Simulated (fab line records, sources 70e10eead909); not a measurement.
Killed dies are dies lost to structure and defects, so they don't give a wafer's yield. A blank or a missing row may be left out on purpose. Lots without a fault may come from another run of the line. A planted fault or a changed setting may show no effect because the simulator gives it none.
Chamber matching | flow nand_harc | NHARC_A_STAIRCASE_ALD_420 on ald_hk-04: 4 sister chambers
The step deposits SiO2, target thk 20 nm, pulse time 6 s, ald cycles 200. 4 wafers are shown with their chamber, then 9 later ones without.

WAFERS WITH THEIR CHAMBER
wafer  | chamber | heater_power_w (W)
L087.2 | 3       | 413
L087.3 | 0       | 532
L088.2 | 2       | 559
L088.5 | 1       | 522

WAFERS WITHOUT THEIR CHAMBER
wafer  | heater_power_w (W)
L091.1 | 551
L091.3 | 420
L091.5 | 424
L092.1 | 420
L092.3 | 550
L092.5 | 541
L096.1 | 566
L096.3 | 535
L096.6 | 528

WHICH CHAMBER EACH WENT THROUGH
wafer  | from the rows above          | in truth
L091.1 | can't be placed: 2 or 0      | 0
L091.3 | 3                            | 3
L091.5 | 3                            | 3
L092.1 | 3                            | 3
L092.3 | can't be placed: 2 or 0      | 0
L092.5 | can't be placed: 0 or 2 or 1 | 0
L096.1 | 2                            | 2
L096.3 | can't be placed: 0 or 1      | 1
L096.6 | can't be placed: 0 or 1      | 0
Placed correctly: 4 of 9. Can't be placed from these rows: 5 (the true chamber is among the candidates in 5). Placed wrongly: 0.
How it was worked out, from the rows above alone: a wafer's distance from a chamber is the root of the sum, over the readings, of the square of ((its reading less the chamber's mean) divided by the reading's scatter). The wafer belongs to the nearest chamber; if the next one is less than 2 further off, it can't be placed. A chamber's mean is the mean of its shown wafers. The scatter: with one shown wafer a chamber, the root of the mean of the squares of how far each hidden wafer lies from its nearest shown one.
